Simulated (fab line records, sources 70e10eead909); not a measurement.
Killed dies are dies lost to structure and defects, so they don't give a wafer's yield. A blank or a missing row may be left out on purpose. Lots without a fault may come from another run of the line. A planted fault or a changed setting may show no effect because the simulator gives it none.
fab line records | flow nand_harc
record lots=7 wafers=19 last_day=32
route steps=1302 shown A_STAIRCASE@657 END@1302
lots that met no fault: from a run of the same line without faults
start_h: hours from the record's first day to the start of the lot's first wafer shown | wait_h: hours since the lot's step before | " the same as in the row above | L1.1+2: a row that stands for several wafers | - no value, or no start given | * or withheld: withheld | < > ~ a bound
route shown NAME@n: a module of which the file shows steps, and the number in the route of the first | usual: mean/standard deviation of fault-free wafers | same: alike in all rows | chamber/n: place in a boat | sites: the reading at each site | _std_site: their standard deviation | _edge_site: outer sites' mean less inner sites' | radius_mm: how far each site lies from the wafer's centre | mask NAME#n: copy n | behind: the tool/chamber that last shaped the wafer | hold: why the lot was held/for how many hours/how that ended | device: the transistor (n, p or np) that didn't switch | end of line: the same wafers' tests at the end of the route | a step without rows: its recipe alone | killed: dies lost to structure and defects at the first sort, not the wafer's yield | map: a wafer's dies, x killed, . not, _ none there
set.NAME: the setting as run; set.NAME@STEP: as run at that earlier step | model.NAME: the simulator's own value behind a step, which no gauge read
lots at some steps of the route; a table a step, a row a wafer
services: from which hour (start_h, from the record's first day; less than 0 if before it) a tool's chamber was out of use, for how many hours, and why
## steps
# step NHARC_A_STAIRCASE_DEHYDRATE_01
# recipe temp_c=150 time_s=120
# step NHARC_A_STAIRCASE_HMDS_02
# recipe time_s=30
# step NHARC_A_STAIRCASE_COAT_03
# recipe spin_rpm=1200
# step NHARC_A_STAIRCASE_SOFTBAKE_04
# recipe temp_c=135 time_s=170
# step NHARC_A_STAIRCASE_EBR_05
# step NHARC_A_STAIRCASE_EXPOSE_06
# recipe na=0.5 dose_mj=25.43 mask_id=STAIR
# step NHARC_A_STAIRCASE_PEB_07
# recipe peb_temp_c=115 peb_time_s=130
# step NHARC_A_STAIRCASE_DEVELOP_08
# recipe time_s=140
# step NHARC_A_STAIRCASE_HARDBAKE_10
# recipe temp_c=120 time_s=140
# step NHARC_A_STAIRCASE_DESCUM_11
# recipe time_s=3 o2_flow_sccm=200 ar_flow_sccm=0 bias_power_w=0 chemistry=O2
# usual drypump_motor_current_A=5.9/0.49 oes_product_au=1.000/0.0068 rf_vpp_V=57.9/0.91 showerhead_plenum_p_Torr=1.92/0.091 throttle_valve_pct=11.311/0.0098
# same time_s=3
# columns lot.wafer tool chamber start_h wait_h drypump_motor_current_A oes_product_au rf_hours_counter_h rf_vpp_V showerhead_plenum_p_Torr throttle_valve_pct
L739.2 rie_diel-13 0 366.73 - 6.0 0.998 8 58.9 1.93 11.306
L739.5 " 2 " " 6.0 1.003 - 56.8 1.93 11.316
L739.6 " 1 " " 6.4 1.000 - 56.7 1.78 11.327
L744.3 rie_diel-12 0 414.18 - 6.2 0.997 41 57.1 1.85 11.310
L744.2 " 3 " " 5.9 1.004 50 58.6 2.06 11.316
L744.6 " 1 " " 6.3 0.989 - 58.2 1.76 11.306
L743.1 rie_diel-03 2 414.57 - 5.0 0.996 34 56.9 1.87 11.301
L743.4 " 3 " " 6.2 1.007 35 59.3 1.90 11.302
L743.2 " 1 " " 5.2 0.994 32 58.1 2.06 11.321
L750.3 rie_diel-03 1 467.91 - 5.2 0.988 0 58.1 2.06 11.307
L750.1 " 0 " " 6.0 0.996 0 57.4 1.91 11.307
L750.6 " 2 " " 5.0 0.992 - 57.6 1.87 11.308
L753.2 rie_diel-03 3 520.10 - 6.1 1.013 22 56.6 1.89 11.311
L753.1 " 0 " " 6.0 0.996 15 56.8 1.90 11.316
L756.1 rie_diel-03 0 525.23 - 6.0 0.997 17 57.3 1.90 11.307
L756.2 " 2 " " 5.0 1.002 11 57.5 1.86 11.298
L756.4 " 0 " " 6.0 1.002 - 58.4 1.90 11.313
L757.3 rie_diel-03 2 547.84 - 5.0 0.987 19 56.6 1.86 11.286
L757.4 " 3 " " 6.2 0.996 32 57.3 1.88 11.297
# step NHARC_A_STAIRCASE_TRIM_12
# recipe time_s=211.2 o2_flow_sccm=500 ar_flow_sccm=0 bias_w=0 chemistry=O2
# usual drypump_motor_current_A=5.9/0.48 oes_product_au=0.999/0.0078 rf_vpp_V=57.8/0.93 showerhead_plenum_p_Torr=3.53/0.16 throttle_valve_pct=17.036/0.01
# same time_s=211.2
# columns lot.wafer tool chamber start_h wait_h drypump_motor_current_A oes_product_au rf_hours_counter_h rf_vpp_V showerhead_plenum_p_Torr throttle_valve_pct
L739.2 rie_diel-13 1 367.09 0.4 6.4 1.007 2 58.3 3.29 17.039
L739.6 " 2 " " 6.0 0.993 - 58.6 3.55 17.051
L739.5 " 0 " " 6.0 0.984 - 57.1 3.55 17.036
L744.3 rie_diel-12 3 414.28 0.1 5.9 0.989 50 59.6 3.78 17.018
L744.2 " 0 " " 6.2 0.991 42 57.7 3.42 17.029
L744.6 " 3 " " 5.9 0.998 - 60.0 3.78 17.040
L743.4 rie_diel-03 0 414.67 0.1 6.0 1.003 35 57.2 3.53 17.031
L743.1 " 1 " " 5.2 0.985 32 59.1 3.79 17.042
L743.2 " 2 " " 5.0 0.989 34 58.0 3.46 17.041
L750.1 rie_diel-03 1 468.01 0.1 5.2 1.009 0 59.3 3.77 17.030
L750.3 " 3 " " 6.2 1.009 0 58.6 3.50 17.055
L750.6 " 1 " " 5.2 1.007 - 57.4 3.78 17.038
L753.2 rie_diel-03 0 520.25 0.1 6.0 0.999 15 58.2 3.51 17.035
L753.1 " 2 " " 5.0 0.992 9 58.3 3.44 17.042
L756.2 rie_diel-03 3 525.54 0.3 6.2 0.993 25 56.6 3.48 17.038
L756.1 " 0 " " 6.0 1.002 17 57.0 3.51 17.032
L756.4 " 0 " " 6.0 0.998 - 58.4 3.51 17.029
L757.3 rie_diel-03 3 547.94 0.1 6.2 0.996 32 57.5 3.48 17.031
L757.4 " 0 " " 6.0 1.001 25 58.0 3.51 17.031
# step NHARC_A_STAIRCASE_ETCH_13
# recipe target_depth_a=1000 time_s=40.5 ion_energy_ev=400 c4f8_flow_sccm=20 o2_flow_sccm=10 ar_flow_sccm=withheld rf_w=600 bias_w=1000 chemistry=C4F8/O2
# usual oes_product_au=0.939/0.015 rf_vpp_V=896/5.6
# same time_s=40.5
# columns lot.wafer tool chamber start_h wait_h oes_product_au rf_hours_counter_h rf_vpp_V
L739.2 rie_diel-13 2 367.64 - 0.920 8 897
L739.6 " 0 " " 0.915 - 898
L739.5 " 1 " " 0.923 - 888
L743.2 rie_diel-03 1 414.81 - 0.919 32 904
L743.1 " 3 " " 0.926 35 894
L743.4 " 0 " " 0.920 35 898
L744.2 rie_diel-12 0 414.86 - 0.917 42 890
L744.3 " 3 " " 0.936 50 905
L744.6 " 0 " " 0.929 - 892
L750.1 rie_diel-03 1 468.15 - 0.952 0 904
L750.3 " 2 " " 0.945 0 894
L750.6 " 0 " " 0.952 - 896
L753.1 rie_diel-03 2 520.56 - 0.753 9 894
L753.2 " 0 " " 0.925 15 896
L756.2 rie_diel-03 3 525.72 - 0.931 25 894
L756.1 " 2 " " 0.761 11 894
L756.4 " 3 " " 0.927 - 893
L757.3 rie_diel-03 0 548.07 - 0.775 25 895
L757.4 " 2 " " 0.938 19 893
# step NHARC_A_STAIRCASE_TRIM_14
# recipe time_s=211.2 o2_flow_sccm=500 ar_flow_sccm=0 bias_w=0 chemistry=O2
# usual drypump_motor_current_A=5.9/0.49 oes_product_au=0.999/0.0073 rf_vpp_V=57.9/0.86 showerhead_plenum_p_Torr=3.53/0.16 throttle_valve_pct=17.036/0.0097
# same time_s=211.2
# columns lot.wafer tool chamber start_h wait_h drypump_motor_current_A oes_product_au rf_hours_counter_h rf_vpp_V showerhead_plenum_p_Torr throttle_valve_pct
L739.2 rie_diel-13 0 - - 6.0 0.986 8 57.7 3.55 17.044
L739.6 " 2 " " 6.0 0.988 - 57.1 3.55 17.040
L739.5 " 0 " " 6.0 0.992 - 57.5 3.55 17.041
L743.2 rie_diel-03 0 - - 6.0 0.999 35 59.8 3.53 17.053
L743.4 " 2 " " 5.0 0.991 34 57.7 3.46 17.035
L743.1 " 3 " " 6.2 0.996 35 57.3 3.51 17.035
L744.3 rie_diel-12 2 - - 6.3 0.994 55 58.1 3.49 17.037
L744.2 " 3 " " 5.9 0.998 50 58.5 3.78 17.042
L744.6 " 1 " " 6.2 1.002 - 57.8 3.27 17.049
L750.3 rie_diel-03 1 - - 5.2 0.995 0 58.8 3.77 17.055
L750.1 " 2 " " 5.0 0.994 0 57.6 3.45 17.051
L750.6 " 0 " " 6.0 1.007 - 58.7 3.52 17.030
L753.2 rie_diel-03 0 - - 6.0 0.997 15 58.7 3.51 17.032
L753.1 " 2 " " 5.0 1.001 9 56.7 3.44 17.029
L756.2 rie_diel-03 0 - - 6.0 1.004 18 56.9 3.51 17.015
L756.1 " 2 " " 5.0 0.998 12 57.6 3.44 17.021
L756.4 " 2 " " 5.0 0.995 - 57.5 3.44 17.033
L757.3 rie_diel-03 3 - - 6.2 1.007 33 56.5 3.48 17.036
L757.4 " 1 " " 5.2 0.997 30 58.6 3.76 17.036
# step NHARC_END_SORT_01
# recipe temp_c=25
# usual killed_at_array=51/17 killed_at_other=1.6/2.1 killed_at_periphery=4/3.2 killed_dies=57/18 killed_open=2.9/1.7 killed_short=2.3/1.3
# same gross_dies=677
# columns lot.wafer tool chamber start_h wait_h killed_at_array killed_at_other killed_at_periphery killed_dies killed_open killed_short
L753.1 prober-01 0 724.86 2.5 675 0 2 677 4 1
L756.1 prober-02 0 731.28 2.5 674 1 2 677 5 0
L757.3 prober-01 0 764.07 3.1 668 6 3 677 5 2
# killed by level:class
L753.1 A_STAIRCASE:area_etch=606 A_SLIT:chamber_film_flake=23 A_CHANNEL_HOLE_D2:chamber_film_flake=17 A_CHANNEL_HOLE_D1:chamber_film_flake=8 A_CONTACT:chamber_film_flake=5 A_CHANNEL_FILL_D1:chamber_film_flake=4 A_STAIRCASE:chamber_film_flake=4 P_GATE:geometric_particle:open=1
L756.1 A_STAIRCASE:area_etch=631 A_SLIT:chamber_film_flake=21 A_CHANNEL_HOLE_D1:chamber_film_flake=10 A_CONTACT:chamber_film_flake=4 A_CHANNEL_FILL_D1:chamber_film_flake=3 P_CONTACT:geometric_particle:open=2 A_WL_FILL:chamber_film_flake=2 A_DECK1_JOINT:geometric_particle:open=1
L757.3 A_STAIRCASE:area_etch=610 A_SLIT:chamber_film_flake=20 A_CHANNEL_HOLE_D1:chamber_film_flake=14 A_CHANNEL_HOLE_D2:chamber_film_flake=14 THIN_TSV:chamber_film_flake=6 A_ONON_D1:geometric_particle:open=2 A_CHANNEL_FILL_D1:chamber_film_flake=2 A_STAIRCASE:chamber_film_flake=2
# map L753.1 (x killed, . not)
____________x____________
_________xxxxxxx_________
_______xxxxxxxxxxx_______
______xxxxxxxxxxxxx______
_____xxxxxxxxxxxxxxx_____
____xxxxxxxxxxxxxxxxx____
____xxxxxxxxxxxxxxxxx____
___xxxxxxxxxxxxxxxxxxx___
___xxxxxxxxxxxxxxxxxxx___
__xxxxxxxxxxxxxxxxxxxxx__
__xxxxxxxxxxxxxxxxxxxxx__
_xxxxxxxxxxxxxxxxxxxxxxx_
_xxxxxxxxxxxxxxxxxxxxxxx_
_xxxxxxxxxxxxxxxxxxxxxxx_
_xxxxxxxxxxxxxxxxxxxxxxx_
_xxxxxxxxxxxxxxxxxxxxxxx_
xxxxxxxxxxxxxxxxxxxxxxxxx
xxxxxxxxxxxxxxxxxxxxxxxxx
xxxxxxxxxxxxxxxxxxxxxxxxx
xxxxxxxxxxxxxxxxxxxxxxxxx
xxxxxxxxxxxxxxxxxxxxxxxxx
_xxxxxxxxxxxxxxxxxxxxxxx_
_xxxxxxxxxxxxxxxxxxxxxxx_
_xxxxxxxxxxxxxxxxxxxxxxx_
_xxxxxxxxxxxxxxxxxxxxxxx_
_xxxxxxxxxxxxxxxxxxxxxxx_
__xxxxxxxxxxxxxxxxxxxxx__
__xxxxxxxxxxxxxxxxxxxxx__
___xxxxxxxxxxxxxxxxxxx___
___xxxxxxxxxxxxxxxxxxx___
____xxxxxxxxxxxxxxxxx____
____xxxxxxxxxxxxxxxxx____
_____xxxxxxxxxxxxxxx_____
______xxxxxxxxxxxxx______
_______xxxxxxxxxxx_______
_________xxxxxxx_________
____________x____________
# map L756.1 (x killed, . not)
____________x____________
_________xxxxxxx_________
_______xxxxxxxxxxx_______
______xxxxxxxxxxxxx______
_____xxxxxxxxxxxxxxx_____
____xxxxxxxxxxxxxxxxx____
____xxxxxxxxxxxxxxxxx____
___xxxxxxxxxxxxxxxxxxx___
___xxxxxxxxxxxxxxxxxxx___
__xxxxxxxxxxxxxxxxxxxxx__
__xxxxxxxxxxxxxxxxxxxxx__
_xxxxxxxxxxxxxxxxxxxxxxx_
_xxxxxxxxxxxxxxxxxxxxxxx_
_xxxxxxxxxxxxxxxxxxxxxxx_
_xxxxxxxxxxxxxxxxxxxxxxx_
_xxxxxxxxxxxxxxxxxxxxxxx_
xxxxxxxxxxxxxxxxxxxxxxxxx
xxxxxxxxxxxxxxxxxxxxxxxxx
xxxxxxxxxxxxxxxxxxxxxxxxx
xxxxxxxxxxxxxxxxxxxxxxxxx
xxxxxxxxxxxxxxxxxxxxxxxxx
_xxxxxxxxxxxxxxxxxxxxxxx_
_xxxxxxxxxxxxxxxxxxxxxxx_
_xxxxxxxxxxxxxxxxxxxxxxx_
_xxxxxxxxxxxxxxxxxxxxxxx_
_xxxxxxxxxxxxxxxxxxxxxxx_
__xxxxxxxxxxxxxxxxxxxxx__
__xxxxxxxxxxxxxxxxxxxxx__
___xxxxxxxxxxxxxxxxxxx___
___xxxxxxxxxxxxxxxxxxx___
____xxxxxxxxxxxxxxxxx____
____xxxxxxxxxxxxxxxxx____
_____xxxxxxxxxxxxxxx_____
______xxxxxxxxxxxxx______
_______xxxxxxxxxxx_______
_________xxxxxxx_________
____________x____________
## services
# columns tool chamber start_h hours kind
rie_diel-13 1 358.12 7.6 repair
rie_diel-13 3 361.39 11.8 repair
rie_diel-03 0 363.88 - clean
rie_diel-03 1 363.88 - clean
rie_diel-03 2 363.88 - clean
rie_diel-03 3 363.88 - clean
rie_diel-13 1 377.44 22.5 repair
rie_diel-03 0 388.38 - clean
rie_diel-03 1 388.38 - clean
rie_diel-03 2 388.38 - clean
rie_diel-03 3 388.38 - clean
rie_diel-13 0 393.35 49.3 repair
rie_diel-03 0 412.88 - clean
rie_diel-03 1 412.88 - clean
rie_diel-03 2 412.88 - clean
rie_diel-03 3 412.88 - clean
rie_diel-13 1 441.15 3.3 repair
rie_diel-12 - 446.18 9.0 pm
rie_diel-13 1 448.55 5.9 repair
rie_diel-03 - 458.33 9.0 pm
rie_diel-12 - 488.80 1.9 repair
rie_diel-12 2 505.50 4.2 repair
rie_diel-13 - 519.08 9.0 pm
rie_diel-03 1 519.91 10.9 repair
## key
first_sign step=NHARC_A_STAIRCASE_ETCH_13 reading=oes_product_au direction=down sigmas=12 usual=0.939 struck=0.763
effect step=NHARC_END_SORT_01 reading=killed_at_array direction=up sigmas=36 usual=51 struck=672
more_kills_born_at NHARC_A_STAIRCASE_ETCH_13@rie_diel-03=1847
met_at NHARC_A_STAIRCASE_ETCH_13
struck_wafers L753.1,L756.1,L757.3
later_rows_left_out L753.1,L756.1,L757.3
tester_left_out L753,L756,L757
onset_between 468.15 520.56
fault kind=process_parameter_drift tool=rie_diel-03 chamber=- onset_h=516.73 steps=NHARC_A_STAIRCASE_ETCH_13 channel=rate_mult offset=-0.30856 shape=step end_h=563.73 scope=struck_wafers_only
# tester_left_out: of these lots the tester's yield and bins aren't shown, on N5 and GAA mostly nor the transistor test; their killed dies are dies lost to structure and defects alone, not to doping, threshold or leakage, so they don't give the yield
# later_rows_left_out: the simulator's readings of these wafers behind a module that went badly wrong aren't trusted and aren't shown, but for the sort
